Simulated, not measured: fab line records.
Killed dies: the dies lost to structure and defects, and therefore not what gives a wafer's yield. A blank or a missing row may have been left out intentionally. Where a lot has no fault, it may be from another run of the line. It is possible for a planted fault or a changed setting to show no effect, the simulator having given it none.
Chamber matching :: flow nand harc :: NHARC_P_CONTACT_STRIP_28 on rie diel-12: 3 sister chambers
The step strips in O2. 6 wafers are shown with their chamber, then 7 later ones without.

WAFERS PAIRED WITH THEIR CHAMBERS
wafer: L083.2
chamber: 0
drypump motor current A (A): 5.2
chamber pressure mTorr (mTorr): 60.02

wafer: L083.5
chamber: 2
drypump motor current A (A): 5.8
chamber pressure mTorr (mTorr): 59.96

wafer: L084.6
chamber: 2
drypump motor current A (A): 5.9
chamber pressure mTorr (mTorr): 60.06

wafer: L085.2
chamber: 3
drypump motor current A (A): 5.9
chamber pressure mTorr (mTorr): 59.97

wafer: L085.3
chamber: 0
drypump motor current A (A): 5.2
chamber pressure mTorr (mTorr): 60.05

wafer: L085.4
chamber: 3
drypump motor current A (A): 5.9
chamber pressure mTorr (mTorr): 60.05

WAFERS WITH NO CHAMBER GIVEN
wafer: L086.3
drypump motor current A (A): 5.9
chamber pressure mTorr (mTorr): 60.02

wafer: L086.5
drypump motor current A (A): 5.2
chamber pressure mTorr (mTorr): 60.04

wafer: L088.2
drypump motor current A (A): 5.9
chamber pressure mTorr (mTorr): 59.93

wafer: L088.3
drypump motor current A (A): 5.9
chamber pressure mTorr (mTorr): 60.02

wafer: L088.6
drypump motor current A (A): 5.9
chamber pressure mTorr (mTorr): 59.96

wafer: L094.4
drypump motor current A (A): 5.2
chamber pressure mTorr (mTorr): 60.10

wafer: L094.5
drypump motor current A (A): 5.9
chamber pressure mTorr (mTorr): 60.04

WHICH CHAMBER EACH WENT THROUGH
wafer: L086.3
from the rows above: can't be placed: 3 or 2
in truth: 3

wafer: L086.5
from the rows above: 0
in truth: 0

wafer: L088.2
from the rows above: can't be placed: 3 or 2
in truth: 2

wafer: L088.3
from the rows above: can't be placed: 3 or 2
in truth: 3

wafer: L088.6
from the rows above: can't be placed: 3 or 2
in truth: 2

wafer: L094.4
from the rows above: 0
in truth: 0

wafer: L094.5
from the rows above: can't be placed: 3 or 2
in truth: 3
Correctly placed: 2 of 7. Cannot be placed on the basis of these rows: 5; the candidates contain the true chamber in 5. Wrongly placed: 0.
How it was worked out, from the rows above alone: a wafer's distance from a chamber is the root of the sum, over the readings, of the square of ((its reading less the chamber's mean) divided by the reading's scatter). The wafer belongs to the nearest chamber; if the next one is less than 2 further off, it can't be placed. A chamber's mean is the mean of its shown wafers. The scatter: the root of (the sum of the squares of (reading less its chamber's mean) over the shown wafers, divided by (wafers less chambers)).
